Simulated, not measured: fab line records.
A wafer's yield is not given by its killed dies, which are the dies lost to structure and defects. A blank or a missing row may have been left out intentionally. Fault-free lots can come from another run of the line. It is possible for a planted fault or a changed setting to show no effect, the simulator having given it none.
A struck lot beside a sound one / flow n5 finfet / 34 out of 1938 route steps
Sound: wafers L587.1, L587.4, L587.5. Struck: wafers L596.2, L596.3. (L596.6 of the same lot was not struck and is left out.) The cause comes at the end.
Order at every step that has rows: each side's tool, ch and its chambers, its first start. Under that, the readings that differ: sound wafers / struck wafers / difference of the means / sigmas: that difference in standard deviations of wafers without a fault.
alike: readings whose means differ by less than 2 such deviations, and words and numbers that are the same on both sides. not compared: withheld readings, readings that some wafer has no value for, bounds like >300 that may hide the same value, and numbers for which the record gives no deviation and whose values overlap.
Wherever a step has rows on one side only, a row that says differs or no value, or a row with sigmas, the two part there. When numbers do not overlap yet have no deviation, they are printed without sigmas and do not part them. A reading that every wafer of one side lacks parts them only if that side has two wafers or more.

first, 9 steps without rows for these wafers: N5_SD_EPI_P_DEVELOP_08 (develop time 30 s); N5_SD_EPI_P_DESCUM_14 (chemistry O2, time 7.9 s); N5_SD_EPI_P_ETCH_36 (etches SiARC in CF4, target depth 45.5 nm, time 75.8 s); N5_SD_EPI_P_ETCH_37 (etches SOC in N2/H2, overetch 108 nm, time 486 s); N5_SD_EPI_P_STRIP_38 (strips in N2/H2); N5_SD_EPI_P_ETCHBACK_46 (etches SiNx in CH3F/O2, stops on SiO2, target depth 17.5 nm); N5_SD_EPI_P_ETCH_47 (etches SiOCN in CH3F/O2, target depth 25 nm); N5_SD_EPI_P_ETCH_16 (etches SiO2 in CHF3/O2, target depth 5 nm); N5_SD_EPI_P_STRIP_50 (strips in CHF3/O2).
N5_SD_EPI_P_SD_RECESS_17: chemistry HBr/Cl2/O2, target depth 39.1 nm, bt time 3 s.
  sound on rie si-01 ch 0,1,3, day 4 07:10; struck on rie si-01 ch 2,3, day 6 12:11
reading=model.etch.depth nm (nm); sound=37.75 40.1 38.77; struck=53.8 51.76; difference=+13.9; sigmas=
reading=model.SD_EPI_P.feature depth nm (nm); sound=37.8 40.2 38.8; struck=53.8 51.8; difference=+13.9; sigmas=
  alike: drypump motor current A, oes product au, throttle valve pct
  not compared: rf hours counter h
then, 22 steps without rows for these wafers: N5_SD_EPI_P_WET_ETCH_45 (etches SiO2 in dHF, time 10.7 s, target depth 2 nm, rinse time 30 s); N5_SD_EPI_P_STRIP_40 (strips in N2/H2); N5_SD_EPI_P_PRECLEAN_52 (cleans in O3/DIW, time 60 s); N5_SD_EPI_P_SRD_20 (time 30 s); N5_SD_EPI_P_PRECLEAN_51 (cleans in NF3:NH3, afs cycles 1, time 20 s, sublimation time 60 s); N5_SD_EPI_P_VAPOR_ETCH_44 (etches SiGe30 in NF3/Ar, time 3.3 s); N5_SD_EPI_P_EPI_21 (deposits SiGe:B, time 355 s); N5_SD_EPI_P_HM_STRIP_48 (strips SiNx in H3PO4, material SiNx, target depth 3 nm); N5_SD_EPI_P_SRD_49 (time 30 s); N5_SD_EPI_P_PRECLEAN_24 (cleans in O3/DIW, time 45 s); N5_SD_EPI_P_PRECLEAN_32 (cleans in dHF, time 10 s); N5_SD_EPI_P_PRECLEAN_33 (cleans in SC2, time 45 s); N5_SD_EPI_P_SRD_25 (time 30 s); N5_SD_ACTIVATION_RTA_00 (time 0 s); N5_SD_ACTIVATION_LSA_01 (time 0.0008 s); N5_ILD0_LINER_00 (material SiNx, target thk 4 nm, pulse time 1 s, purge time 2 s); N5_ILD0_FCVD_FILL_01 (material SiO2 flowable, target thk 200 nm, time 328.3 s); N5_ILD0_CURE_02 (time 1800 s); N5_ILD0_CMP_03 (polishes, stops on SiNx, t overpolish 1.9 s, target thk 197.38 nm); N5_ILD0_CMP_07 (polishes SiO2 flowable, stops on poly-Si, t overpolish 1.18 s, target thk 138.88 nm); N5_ILD0_PRECLEAN_10 (cleans in NF3:NH3, afs cycles 5, time 20 s, sublimation time 60 s); N5_ILD0_ALD_15 (deposits SiNx, target thk 24 nm, pulse time 1 s, ald cycles 480).
-- the record jumps here: 6 days lie between the struck wafers' starts before and after (it left off in module ILD0 and takes up again in module BEOL_M4, whose first step shown is number 1111 of the route) --
N5_BEOL_M4_RC_MEAS_101:
  sound on prober-01 ch 0, day 10 15:50; struck on prober-01 ch 0, day 12 11:56
reading=DIBL_P (mV/V); sound=35 34 37; struck=75 70; difference=+37; sigmas=+11
reading=IOFF_P (nA/um); sound=0.15 0.15 0.19; struck=7.17 4.72; difference=+5.78; sigmas=+99 or more
reading=IOFF_P_85C (nA/um); sound=2.7 2.8 3.2; struck=68.8 48.8; difference=+55.9; sigmas=+75
reading=IOFF_P_LIN (nA/um); sound=0.074 0.076 0.086; struck=0.325 0.235; difference=+0.201; sigmas=+11
reading=ION_P (uA/um); sound=451 463 458; struck=517 481; difference=+42; sigmas=+4
reading=SS_P (mV/dec); sound=73.2 73.4 74.6; struck=104.3 104.2; difference=+30.5; sigmas=+35
reading=VT_P (mV); sound=-259 -257 -256; struck=-237 -245; difference=+16; sigmas=+4
  alike: DIBL_N, IOFF_N, ION_N, SS_N, VT_N
-- here the record skips 5 days between the struck wafers' starts before and after, leaving off in module BEOL_M4 and picking up in module PASSIVATION (first step shown: number 1936 of the route) --
N5_PASSIVATION_PROBE_49:
  struck on prober-02, day 17 00:34; sound on prober-01, day 14 21:55
reading=sort_bin_4_leakage (%); sound=0 0 0; struck=90.00 88.73; difference=+89.37; sigmas=+99 or more
reading=sort n pass; sound=1084 1066 1068; struck=0 0; difference=-1073; sigmas=-63
reading=sort yield pct (%); sound=91.9 90.3 90.5; struck=0 0; difference=-91; sigmas=-65
  alike: defect limited yield, killed_at_M0_to_M3, killed_at_M4_up, killed at contacts, killed at front end, killed at other, killed dies, killed open, killed short, sort_bin_5_function, sort_bin_6_memory

== WHERE THEY PART ==
Last at N5_PASSIVATION_PROBE_49 as far as this record goes, first at N5_BEOL_M4_RC_MEAS_101.

WHY: the cause the simulator had injected
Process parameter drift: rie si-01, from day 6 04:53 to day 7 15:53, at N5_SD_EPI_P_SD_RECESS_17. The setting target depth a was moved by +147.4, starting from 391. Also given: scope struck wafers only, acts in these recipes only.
